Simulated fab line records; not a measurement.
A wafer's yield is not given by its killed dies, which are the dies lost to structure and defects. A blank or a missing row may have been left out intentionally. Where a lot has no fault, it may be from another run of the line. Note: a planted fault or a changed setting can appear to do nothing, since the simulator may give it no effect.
A lot that was struck, set against a sound lot :: flow n5 finfet :: 15 steps out of a route of 1938
Sound: these wafers, L530.2, L530.3, L530.6. Struck: wafers L539.1, L539.4, L539.6. At the end, the cause is stated.
Order at every step that has rows: each side's tool, ch and its chambers, its first start. Under that, the readings that differ: sound wafers :: struck wafers :: difference of the means :: sigmas: that difference in standard deviations of wafers without a fault.
alike: a reading whose means differ by less than 2 such deviations, as well as words and numbers matching on both sides. not compared: withheld readings; readings where some wafer has no value; bounds like >300 that might hide an equal value; numbers whose values overlap and for which the record gives no deviation.
Wherever a step has rows on one side only, a row that says differs or no value, or a row with sigmas, the two part there. Numbers that have no deviation but don't overlap get no sigmas and don't part them. A reading that every wafer of one side lacks parts them only if that side has two wafers or more.

first, 5 steps without rows for these wafers: N5_BEOL_M10_EBR_24; N5_BEOL_M10_SOFTBAKE_23 (time 60 s); N5_BEOL_M10_EXPOSE_25 (exposes mask V9); N5_BEOL_M10_PEB_26 (peb time 60 s); N5_BEOL_M10_DEVELOP_27 (develop time 30 s).
N5_BEOL_M10_CD_MEAS_28 targets a cd of 70 nm.
  sound on cd sem-02 ch 0, day 12 00:56; struck on cd sem-01 ch 0, day 14 04:41
  alike: cd nm
N5_BEOL_M10_OVL_MEAS_29:
  sound on overlay-01 ch 0, day 12 00:58; struck on overlay-01 ch 0, day 14 04:43
reading: V9_OVL (nm)
sound: -1.0 0.1 -0.7
struck: 1.5 0.5 1.4
difference: +1.7
sigmas: +2
N5_BEOL_M10_INSPECT_30: inspects for defects (brightfield).
  sound: defect inspect-02 at day 12 00:59; struck: defect inspect-01 at day 14 04:45
  alike: raw defect count
N5_BEOL_M10_DESCUM_33: chemistry O2, time 7.9 s.
  sound on rie diel-04 ch 0,1,3, day 12 01:01; struck on rie diel-04 ch 0,2,3, day 14 04:48
  alike: bias power w, drypump motor current A, oes product au, rf vpp V, showerhead plenum p Torr, throttle valve pct
  not compared: rf hours counter h
N5_BEOL_M10_ETCH_65: etches SiARC in CF4, target depth 39 nm, time 65 s.
  sound on rie diel-04 ch 0,1,3, day 12 01:04; struck on rie diel-04 ch 0,2,3, day 14 04:50
  alike: drypump motor current A, etch rf on time s, mfc ar sccm, oes product au, rf fwd power W, rf vpp V, showerhead plenum p Torr, throttle valve pct
  not compared: rf hours counter h
N5_BEOL_M10_ETCH_66: etches SOC in N2/H2, target depth 120 nm, overetch 24 nm, time 180 s.
  sound on rie diel-04 ch 0,1,3, day 12 01:07; struck on rie diel-04 ch 0,2,3, day 14 04:53
  alike: drypump motor current A, oes product au, rf fwd power W, rf vpp V, showerhead plenum p Torr, throttle valve pct
  not compared: rf hours counter h
then, 1 step without rows for these wafers: N5_BEOL_M10_STRIP_69 (strips in N2/H2).
N5_BEOL_M10_VIA_ETCH_34: etches SiCOH lowk in C4F6/O2, target depth 184.5 nm, time 69.2 s.
  sound on rie diel-04 ch 0,1,3, day 12 01:14; struck on rie diel-04 ch 0,2,3, day 14 05:01
reading: oes_ar_750_au (a.u.)
sound: 0.83 0.92 0.84
struck: 0.70 0.76 0.65
difference: -0.16
sigmas: -3

reading: oes_f_703_au (a.u.)
sound: 0.83 0.91 0.81
struck: 0.57 0.63 0.54
difference: -0.27
sigmas: -5

reading: oes_o_777_au (a.u.)
sound: 0.84 0.91 0.82
struck: 0.61 0.65 0.57
difference: -0.25
sigmas: -5

reading: rf fwd power W (W)
sound: 341.9 342.6 339.7
struck: 259.8 260.4 258.8
difference: -81.7
sigmas: -63

reading: rf vpp V (V)
sound: 669 669 680
struck: 783 769 756
difference: +97
sigmas: +13

reading: model.etch.depth nm (nm)
sound: 183.9 188.8 182.9
struck: 164.3 168.9 164.4
difference: -19.3
sigmas: 

reading: model.SOC_of_BEOL_M10_COAT_63.thk nm (nm)
sound: 91.8 91.8 92
struck: 92.6 92.2 92.2
difference: +0.5
sigmas: 
  alike: drypump motor current A, mfc ar sccm, oes product au, showerhead plenum p Torr, throttle valve pct
  not compared: rf hours counter h
then, 2 steps without rows for these wafers: N5_BEOL_M10_STRIP_73 (strips in C4F6/O2); N5_PASSIVATION_PROBE_49.

== WHERE THEY PART ==
At N5_BEOL_M10_OVL_MEAS_29 first; at N5_BEOL_M10_VIA_ETCH_34 last (within this record only).

WHY: whatever the simulator had introduced
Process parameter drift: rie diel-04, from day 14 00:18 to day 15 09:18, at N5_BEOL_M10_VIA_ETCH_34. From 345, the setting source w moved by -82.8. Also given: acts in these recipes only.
